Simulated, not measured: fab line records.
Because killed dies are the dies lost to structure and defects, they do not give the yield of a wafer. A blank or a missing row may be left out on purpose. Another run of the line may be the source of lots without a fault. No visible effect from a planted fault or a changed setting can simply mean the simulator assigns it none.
Matching of chambers ; flow nand harc ; pecvd-02 running NHARC_P_M1_DEP_33: 3 sister chambers
The step deposits SiCN, target thk 30 nm. 6 wafers are shown with their chamber, then 7 later ones without.

## WAFERS, EACH WITH ITS CHAMBER
wafer;chamber;heater power w (W);heater power outer w (W)
L075.5;2;481;247
L081.6;2;517;267
L087.2;0;555;291
L087.6;0;558;298
L089.2;1;513;255
L089.4;1;517;256

## WAFERS WITHOUT THEIR CHAMBER
wafer;heater power w (W);heater power outer w (W)
L089.5;615;339
L088.1;554;285
L088.2;654;362
L088.5;432;190
L095.2;595;319
L095.3;460;223
L095.6;469;226

## CHAMBER TAKEN BY EACH
wafer;from the rows above;in truth
L089.5;0;0
L088.1;0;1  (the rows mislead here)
L088.2;0;0
L088.5;can't be placed: 2 or 1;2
L095.2;0;0
L095.3;can't be placed: 2 or 1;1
L095.6;can't be placed: 2 or 1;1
3 of 7 placed correctly. Cannot be placed on the basis of these rows: 3; the candidates contain the true chamber in 3. Number placed wrongly: 1.
How it was worked out, from the rows above alone: a wafer's distance from a chamber is the root of the sum, over the readings, of the square of ((its reading less the chamber's mean) divided by the reading's scatter). The wafer belongs to the nearest chamber; if the next one is less than 2 further off, it can't be placed. Each chamber's mean is taken over the wafers shown for it. The scatter: take each reading less its chamber's mean, square it, sum over the shown wafers, divide by the number of wafers less the number of chambers, and take the root.
